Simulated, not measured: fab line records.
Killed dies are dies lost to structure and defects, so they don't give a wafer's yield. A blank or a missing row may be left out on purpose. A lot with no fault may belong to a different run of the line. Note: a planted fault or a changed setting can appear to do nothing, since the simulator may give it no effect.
Comparing a struck lot with a sound one / flow n5-finfet / 16 steps out of a route of 1938
Sound: wafers L677.2, L677.3, L677.4. Struck: wafers L681.2, L681.4 (left out: L681.6, a lot-mate that was not struck); the cause follows at the end.
Order at every step that has rows: each side's tool, ch and its chambers, its first start. Under that, the readings that differ: sound wafers / struck wafers / difference of the means / sigmas: that difference in standard deviations of wafers without a fault.
alike: words and numbers the same on both sides, and readings whose means are apart by under 2 such deviations; not compared: readings that were withheld, readings missing a value for some wafer, numbers with overlapping values and no deviation given by the record, and bounds like >300 which may hide the same value.
Wherever a step has rows on one side only, a row that says differs or no value, or a row with sigmas, the two part there. Numbers that have no deviation but don't overlap get no sigmas and don't part them. A reading that every wafer of one side lacks parts them only if that side has two wafers or more.

first, 1 step without rows for these wafers: N5_BEOL_M4_STRIP_36 (strips in N2/H2).
N5_BEOL_M4_TRENCH_ETCH_37: etches SiOC in C4F6/O2, target depth 55.555 nm, time 29.2 s.
  sound on rie-diel-01 ch 0,1,3; struck on rie-diel-01 ch 0,2
reading=mfc-ar-sccm (sccm); sound=298.8 299.1 299.4; struck=301.7 300.9; difference=+2.2; sigmas=+2
  alike: drypump-motor-current-A, oes-product-au, rf-vpp-V, showerhead-plenum-p-Torr, throttle-valve-pct
  not compared: rf-hours-counter-h
N5_BEOL_M4_ETCH_41: etches SiCN in CH3F/O2, target depth 29.9 nm, time 52.5 s.
  sound on rie-diel-01 ch 0,1,3; struck on rie-diel-01 ch 0,2
  alike: CH3F_flow_sccm, drypump-motor-current-A, mfc-ar-sccm, oes-product-au, rf-vpp-V, showerhead-plenum-p-Torr, throttle-valve-pct
  not compared: rf-hours-counter-h
then, 1 step without rows for these wafers: N5_BEOL_M4_STRIP_97 (strips in N2/H2, time 10 s).
N5_BEOL_M4_OCD_MEAS_38:
  sound on ocd-02 at day 8 19:26; struck on ocd-02 at day 9 23:54
  alike: trench-depth-nm
then, 4 steps without rows for these wafers: N5_BEOL_M4_HM_STRIP_39 (strips TiN in peroxide tin strip, target depth 25 nm, time 158 s); N5_BEOL_M4_SRD_40 (time 30 s); N5_BEOL_M4_PRECLEAN_42 (cleans in residue remover, time 60 s); N5_BEOL_M4_SRD_43 (time 30 s).
N5_BEOL_M4_CD_MEAS_35: target cd 18 nm, target cd y 22.4 nm.
  sound on cd-sem-03 at day 8 19:36; struck on cd-sem-01 at day 10 00:04
  alike: cd-nm
N5_BEOL_M4_DEGAS_44: time 60 s.
  sound on pvd-sputter-01 at day 8 19:58; struck on pvd-sputter-02 at day 10 00:07
  alike: heater-power-w
N5_BEOL_M4_PRE_CLEAN_45: time 30 s.
  sound on pvd-sputter-01 at day 8 20:01; struck on pvd-sputter-02 at day 10 00:09
  alike: heater-power-w
N5_BEOL_M4_ALD_84: deposits TaN, pulse time 2 s, purge time 3 s, co reactant purge time 2 s.
  sound on ald-metal-01 ch 0,1,3, day 8 20:06; struck on ald-metal-01 ch 1,3, day 10 00:13
reading=co-reactant-pulse-time-s (s); sound=3 3 3; struck=3.2272 3.2272; difference=+0.2272; sigmas=
  alike: heater-power-w, precursor-vessel-pressure-torr, precursor-vessel-temp-c
N5_BEOL_M4_SURFACE_TREAT_85:
  sound on pvd-sputter-02 at day 8 21:18; struck on pvd-sputter-02 at day 10 00:30
  not compared: throttle-valve-pct
N5_BEOL_M4_RC_MEAS_101:
  sound on prober-01 ch 0, day 9 00:53; struck on prober-01 ch 0, day 10 03:56
  alike: DIBL_N, DIBL_P, IOFF_N, IOFF_P, ION_N, ION_P, SS_N, SS_P, VT_N, VT_P
-- the record jumps here: 4 days lie between the struck wafers' starts before and after (it left off in module BEOL_M4 and takes up again in module PASSIVATION, whose first step shown is number 1936 of the route) --
N5_PASSIVATION_PROBE_49:
  the record has rows for the struck wafers here (prober-02, day 14 13:38) and none for the sound ones

== WHERE THEY PART ==
Last at N5_PASSIVATION_PROBE_49 as far as this record goes, first at N5_BEOL_M4_TRENCH_ETCH_37.

WHY: what had been put in by the simulator
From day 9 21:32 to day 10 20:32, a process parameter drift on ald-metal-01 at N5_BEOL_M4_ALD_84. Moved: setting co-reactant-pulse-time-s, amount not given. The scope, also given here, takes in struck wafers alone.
